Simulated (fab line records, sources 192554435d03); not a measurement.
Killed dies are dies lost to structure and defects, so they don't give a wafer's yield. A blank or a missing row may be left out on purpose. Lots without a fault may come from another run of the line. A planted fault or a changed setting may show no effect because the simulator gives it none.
A struck lot beside a sound one | flow n5_finfet | 40 steps out of a route of 1938
Sound: wafers L504.3, L504.4, L504.6. Struck: wafers L513.3, L513.4, L513.6. The cause comes at the end.
At each step with rows: each side's tool, then ch and its chambers, then its first start. Under that, the readings that differ: sound wafers | struck wafers | difference of the means | sigmas: that difference in standard deviations of wafers without a fault.
alike: readings whose means differ by less than 2 such deviations, and words and numbers that are the same on both sides. not compared: withheld readings, readings that some wafer has no value for, bounds like >300 that may hide the same value, and numbers for which the record gives no deviation and whose values overlap.
The two part at a step that has a row with sigmas, a row that says differs or no value, or rows on one side only. Numbers that don't overlap but have no deviation are shown without sigmas and don't part them. A reading that every wafer of one side lacks parts them only if that side has two wafers or more.

first, 12 steps without rows for these wafers: N5_SD_EPI_N_STRIP_36 (strips in N2/H2); N5_SD_EPI_N_ETCHBACK_44 (etches SiNx in CH3F/O2, stops on SiO2, target depth 14.5 nm); N5_SD_EPI_N_ETCH_45 (etches SiOCN in CH3F/O2, target depth 6 nm); N5_SD_EPI_N_ETCH_16 (etches SiO2 in CHF3/O2, target depth 5 nm); N5_SD_EPI_N_STRIP_47 (strips in CHF3/O2); N5_SD_EPI_N_SD_RECESS_17 (chemistry HBr/Cl2/O2, target depth 41 nm, time 23.7 s, bt time 3 s); N5_SD_EPI_N_STRIP_38 (strips in N2/H2); N5_SD_EPI_N_WET_ETCH_43 (etches SiO2 in dHF, time 14 s, target depth 1.5 nm); N5_SD_EPI_N_STRIP_18 (strips in SPM, time 750 s); N5_SD_EPI_N_SRD_20 (time 30 s); N5_SD_EPI_N_PRECLEAN_48 (cleans in NF3:NH3, afs cycles 2, time 20 s, sublimation time 60 s); N5_SD_EPI_N_VAPOR_ETCH_50 (etches Si in HCl, time 54 s).
N5_SD_EPI_N_EPI_21: deposits Si:P, time 690 s.
  sound on epi_rpcvd-02 ch 0, day 4 05:44; struck on epi_rpcvd-02 ch 0, day 6 10:49
then, 24 steps without rows for these wafers: N5_SD_EPI_N_PRECLEAN_24 (cleans in O3/DIW, time 60 s); N5_SD_EPI_N_SRD_25 (time 30 s); N5_SD_EPI_N_PRECLEAN_49 (cleans in NF3:NH3, afs cycles 1, time 20 s, sublimation time 60 s); N5_SD_EPI_N_LINER_46 (material SiNx, target thk 3 nm); N5_SD_EPI_P_COAT_34 (time 60 s, resist thk 350 nm); N5_SD_EPI_P_COAT_35 (time 60 s, resist thk 35 nm); N5_SD_EPI_P_COAT_03 (resist thk 150 nm); N5_SD_EPI_P_EBR_05; N5_SD_EPI_P_SOFTBAKE_04 (time 60 s); N5_SD_EPI_P_EXPOSE_06 (exposes mask SD P BLK, target cd 240 nm); N5_SD_EPI_P_PEB_07 (peb time 60 s); N5_SD_EPI_P_DEVELOP_08 (develop time 30 s); N5_SD_EPI_P_DESCUM_14 (chemistry O2, time 7.9 s); N5_SD_EPI_P_ETCH_36 (etches SiARC in CF4, target depth 45.5 nm, time 75.8 s); N5_SD_EPI_P_ETCH_37 (etches SOC in N2/H2, overetch 108 nm, time 486 s); N5_SD_EPI_P_STRIP_38 (strips in N2/H2); N5_SD_EPI_P_ETCHBACK_46 (etches SiNx in CH3F/O2, stops on SiO2, target depth 17.5 nm); N5_SD_EPI_P_ETCH_47 (etches SiOCN in CH3F/O2, target depth 25 nm); N5_SD_EPI_P_ETCH_16 (etches SiO2 in CHF3/O2, target depth 5 nm); N5_SD_EPI_P_STRIP_50 (strips in CHF3/O2); N5_SD_EPI_P_SD_RECESS_17 (chemistry HBr/Cl2/O2, target depth 39.1 nm, bt time 3 s); N5_SD_EPI_P_WET_ETCH_45 (etches SiO2 in dHF, time 10.7 s, target depth 2 nm, rinse time 30 s); N5_SD_EPI_P_STRIP_40 (strips in N2/H2); N5_SD_EPI_P_PRECLEAN_52 (cleans in O3/DIW, time 60 s).
N5_SD_ACTIVATION_RS_MEAS_03: measures by four-point-probe.
  sound on film_metro-01, day 4 12:30; struck on film_metro-02, day 6 17:14
  reading          | sound             | struck            | difference | sigmas
  RS_SD_N (ohm/sq) | 21.23 21.48 21.61 | 22.75 22.58 22.72 | +1.24      | +4
  alike: RS_SD_P
-- the record jumps here: 5 days lie between the struck wafers' starts before and after (it left off in module SD_ACTIVATION and takes up again in module BEOL_M4, whose first step shown is number 1111 of the route) --
N5_BEOL_M4_RC_MEAS_101:
  sound on prober-01 ch 0, day 9 02:23; struck on prober-01 ch 0, day 11 14:52
  reading          | sound          | struck         | difference | sigmas
  RC_N (ohm.um)    | 15.4 15.3 15.5 | 16.1 16.3 16.2 | +0.8       | +2
  REXT_N (ohm.um)  | 73.7 73.3 73.8 | 77.5 79.0 78.8 | +4.8       | +3
  RS_SD_N (ohm/sq) | 27.6 28.0 28.2 | 29.5 29.7 29.4 | +1.6       | +4
  alike: DIBL_N, DIBL_P, IOFF_N, IOFF_P, ION_N, ION_P, SS_N, SS_P, VT_N, VT_P
-- the record jumps here: 5 days lie between the struck wafers' starts before and after (it left off in module BEOL_M4 and takes up again in module PASSIVATION, whose first step shown is number 1936 of the route) --
N5_PASSIVATION_PROBE_49:
  sound on prober-02, day 13 13:58; struck on prober-01, day 16 16:07
  alike: defect_limited_yield, killed_at_M0_to_M3, killed_at_M4_up, killed_at_contacts, killed_at_front_end, killed_at_other, killed_dies, killed_on_rim, killed_open, killed_short, sort_bin_5_function, sort_bin_6_memory, sort_bin_8_speed, sort_n_pass, sort_yield_pct

WHERE THEY PART
First at N5_SD_ACTIVATION_RS_MEAS_03; last, within this record, at N5_BEOL_M4_RC_MEAS_101. Later steps at which nothing parts them and some readings are alike: N5_PASSIVATION_PROBE_49.

WHY: what the simulator had put in
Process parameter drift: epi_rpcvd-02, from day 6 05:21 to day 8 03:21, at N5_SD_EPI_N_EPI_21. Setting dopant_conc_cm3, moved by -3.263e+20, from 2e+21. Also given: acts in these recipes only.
